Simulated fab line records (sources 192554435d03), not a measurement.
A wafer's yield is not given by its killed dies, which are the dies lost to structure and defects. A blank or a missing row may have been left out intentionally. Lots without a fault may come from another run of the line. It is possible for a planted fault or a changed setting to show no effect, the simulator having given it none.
One fault through the eyes of 2 desks -- flow n5 finfet -- what lay behind the numbers comes last; until then each desk has only its own

## AT THE METROLOGY DESK
What the gauges read, lot by lot, whatever tool the lot ran on: means of the sampled wafers that have a number. If a lot's mean is further than 4 standard deviations from the usual mean, the lot is out of limits and carries the mark OUT (the distance appears in the brackets). Shown here are 7 of its 10 readings, the ones lying furthest out on some lot.
Columns: A = IOFF_N at N5_BEOL_M4_RC_MEAS_101, usual 0.145 nA/um; B = IOFF_P at N5_BEOL_M4_RC_MEAS_101, usual 0.20 nA/um; C = ION_N at N5_BEOL_M4_RC_MEAS_101, usual 670 uA/um; D = ION_P at N5_BEOL_M4_RC_MEAS_101, usual 462 uA/um; E = SS_N at N5_BEOL_M4_RC_MEAS_101, usual 71.3 mV/dec; F = VT_N at N5_BEOL_M4_RC_MEAS_101, usual 251 mV; G = VT_P at N5_BEOL_M4_RC_MEAS_101, usual -251 mV
lot,first seen here,A,B,C,D,E,F,G
L829,day 8 14:43,0.140,0.18,671,460,71.1,250,-251
L837,day 10 07:54,0.118,0.19,660,463,70.8,254,-252
L832,day 10 14:03,0.135,0.18,670,459,71.0,253,-254
L843,day 11 19:53,0.131,0.18,668,461,71.3,252,-252
L842,day 11 22:42,0.116,0.16,658,453,71.3,255,-253
L846,day 13 03:14,0.136,0.20,656,454,71.5,255,-253
L847,day 13 08:16,0.153,0.21,676,463,72.1,252,-251
L848,day 13 14:29,0.151,0.19,678,463,70.6,249,-254
L850,day 13 16:16,0.152,0.19,669,459,71.4,249,-253
Finding of this desk: none of the 9 lots has anything out of limits.

## AT THE TOOL OWNER'S DESK: pvd sputter-03
The tool's own readings at N5_BEOL_M10_SPUTTER_48 (material Cu, target thk 12 nm, time 2 s): means of the sampled wafers that have a number, for each lot that ran on this tool. If a lot's mean is further than 4 standard deviations from the usual mean, the lot is out of limits and carries the mark OUT (the distance appears in the brackets).
Columns: A = bias v at N5_BEOL_M10_SPUTTER_48, usual 60.0 V; B = cathode dc power W at N5_BEOL_M10_SPUTTER_48, usual 26000 W; C = chuck gas flow sccm at N5_BEOL_M10_SPUTTER_48, usual 1.27 sccm; D = susceptor temp C at N5_BEOL_M10_SPUTTER_48, usual -19.99 C; E = throttle valve pct at N5_BEOL_M10_SPUTTER_48, usual 29.8 %
lot,first seen here,A,B,C,D,E
L837,day 12 12:49,59.9,26002,1.23,-19.99,30.5
L847,day 15 09:03,60.0,26003,1.28,-19.94,30.4
Finding of this desk: none of the 2 lots has anything out of limits.

## PUT TOGETHER
Metrology desk: nothing out of limits seen.
Nothing out of limits was seen by the tool owner's desk.

## WHAT THE SIMULATOR PUT IN
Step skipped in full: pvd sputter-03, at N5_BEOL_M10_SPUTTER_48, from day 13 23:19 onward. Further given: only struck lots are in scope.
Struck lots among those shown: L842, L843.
